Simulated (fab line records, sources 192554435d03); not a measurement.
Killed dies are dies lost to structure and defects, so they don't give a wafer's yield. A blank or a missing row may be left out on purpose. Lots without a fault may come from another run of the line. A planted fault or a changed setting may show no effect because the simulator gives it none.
Split-lot experiment | flow n5_finfet | 7 lots, 21 wafers read, on a route of 1938 steps

THE SPLIT
At N5_BEOL_M6_TRENCH_ETCH_37 (etches SiCOH lowk in C4F6/O2, target depth 94.435 nm, time 31.5 s), the setting time_s was moved away from the recipe's 31.5 s on 7 of the 21 wafers read, by +8.1% to +21.7%. The other wafers ran this setting at the recipe's value.

FROM THE SPLIT TO THE READING: what the file shows between them, 12 steps
- N5_BEOL_M6_ETCH_41: etches SiCN in CH3F/O2, target depth 29.7 nm, time 52 s
- N5_BEOL_M6_STRIP_80: strips in N2/H2, time 10 s
- N5_BEOL_M6_OCD_MEAS_38
- N5_BEOL_M6_ALD_77: deposits TaN, target thk 2 nm, pulse time 2 s, purge time 3 s (also split here: co_reactant_pulse_time_s)
- N5_BEOL_M6_SURFACE_TREAT_79
- N5_BEOL_M6_CVD_78: deposits Co from CCTBA/H2, target thk 2 nm, time 142.3 s
- N5_BEOL_M6_ECD_50: material Cu, target thk 300 nm
- N5_BEOL_M6_ANNEAL_51: time 90 s
- N5_BEOL_M6_CMP_52: polishes, stops on SiCOH lowk, t overpolish 6.9 s, target thk 80 nm
- N5_BEOL_M6_THK_MEAS_53: measures by xrf
- N5_BEOL_M6_PRE_CLEAN_55: time 15 s
- N5_BEOL_M6_DEP_56: deposits SiCN from 3MS/NH3, target thk 10 nm, time 17.5 s

THE READING
M6_RS, in ohm/sq, at N5_BEOL_M6_RS_MEAS_57 (measures by four-point-probe). Fault-free wafers of this fab line usually give 0.289 ohm/sq, standard deviation 0.0095 ohm/sq.

wafer  | tool, chamber at the split | time_s as run, s | against the recipe | M6_RS, ohm/sq | against lot-mates on the recipe
L077.2 | rie_diel-06, 0             | 31.5             | recipe             | 0.299         | -
L077.4 | rie_diel-06, 2             | 31.5             | recipe             | 0.291         | -
L077.6 | rie_diel-06, 0             | 31.5             | recipe             | 0.292         | -
L081.1 | rie_diel-02, 1             | 35.44            | +12.5%             | 0.241         | -0.053
L081.2 | rie_diel-02, 2             | 31.5             | recipe             | 0.294         | -
L081.3 | rie_diel-02, 3             | 35.44            | +12.5%             | 0.241         | -0.053
L087.1 | rie_diel-02, 0,2           | 34.05            | +8.1%              | 0.264         | -0.030
L087.3 | rie_diel-02, 3             | 31.5             | recipe             | 0.294         | -
L087.6 | rie_diel-02, 0,2           | 34.05            | +8.1%              | 0.264         | -0.030
L088.3 | rie_diel-06, 2             | 31.5             | recipe             | 0.281         | -
L088.4 | rie_diel-06, 0             | 31.5             | recipe             | 0.296         | -
L088.5 | rie_diel-06, 3             | 31.5             | recipe             | 0.284         | -
L089.2 | rie_diel-02, 1             | 31.5             | recipe             | 0.290         | -
L089.3 | rie_diel-02, 0,3           | 38.32            | +21.7%             | 0.221         | -0.069
L089.4 | rie_diel-02, 0,3           | 38.32            | +21.7%             | 0.223         | -0.067
L094.2 | rie_diel-02, 0             | 37.64            | +19.5%             | 0.235         | -0.066
L094.5 | rie_diel-02, 0             | 31.5             | recipe             | 0.300         | -
L094.6 | rie_diel-02, 1             | 31.5             | recipe             | 0.302         | -
L097.1 | rie_diel-02, 1             | 31.5             | recipe             | 0.287         | -
L097.2 | rie_diel-02, 3             | 31.5             | recipe             | 0.281         | -
L097.3 | rie_diel-02, 0             | 31.5             | recipe             | 0.291         | -
Where a row lists several chambers, the file gives one row for several wafers and doesn't say which wafer went through which chamber.

THE FIT
A straight line over all 21 wafers: M6_RS changes by -0.00328 ohm/sq for each +1% of time_s; r = -0.97; the points scatter about the line by 0.0065 ohm/sq.
The same after taking each lot's own level away (the mean of its wafers on the recipe; 21 wafers): -0.00339 ohm/sq for each +1%; r = -0.98; scatter 0.0051 ohm/sq.
On that fit, the largest move of time_s shifts the reading by 0.073 ohm/sq.
The lots' own levels span 0.2863 to 0.3010 ohm/sq, that is 1.5 times the standard deviation above.
So the lot-to-lot level changes the slope little: the two slopes agree.
Check: with one of the wafers moved furthest among these (+21.7%) left out of the fit, the line predicts -0.0759 ohm/sq for it against its lot-mates. It came out at -0.069 ohm/sq against them.

OTHER SPLITS ON THESE WAFERS
These wafers also went through other splits before the reading. Each is held against what the fit with the lots' levels taken away leaves over:
other split on the same wafers             | wafers away from the commonest value | r with M6_RS (lot level and that fit taken away)
N5_BEOL_M5_ETCH_41 source_w                | 3                                    | -0.15
N5_BEOL_M6_ALD_77 co_reactant_pulse_time_s | 8                                    | -0.11

THE WHOLE CHAIN: every reading that the file lists as answering this split, in the file's order
step                      | what it does                                                        | reading                                                                      | change (the file's fit)               | r (the file's)
N5_BEOL_M6_TRENCH_ETCH_37 | etches SiCOH lowk in C4F6/O2, target depth 94.435 nm, time 31.5 s   | etch.depth_nm (the simulator's own value, which no gauge read)               | +0.941 nm for each +1% of the setting | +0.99
N5_BEOL_M6_TRENCH_ETCH_37 | etches SiCOH lowk in C4F6/O2, target depth 94.435 nm, time 31.5 s   | BEOL_M6.feature_depth_nm (the simulator's own value, which no gauge read)    | +0.936 nm for each +1% of the setting | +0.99
N5_BEOL_M6_OCD_MEAS_38    |                                                                     | trench_depth_nm                                                              | +0.932 nm for each +1% of the setting | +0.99
N5_BEOL_M6_CMP_52         | polishes, stops on SiCOH lowk, t overpolish 6.9 s, target thk 80 nm | Cu_of_BEOL_M6_ECD_50.thk_nm (the simulator's own value, which no gauge read) | +0.981 nm for each +1% of the setting | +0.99
N5_BEOL_M6_THK_MEAS_53    | measures by xrf                                                     | M6_THK                                                                       | +0.996 for each +1% of the setting    | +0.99
N5_BEOL_M6_RS_MEAS_57     | measures by four-point-probe                                        | M6_RS                                                                        | -0.00343 for each +1% of the setting  | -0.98

THE FILE'S OWN FIT
M6_RS changes by -0.00343 ohm/sq for each +1% of time_s, r = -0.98.
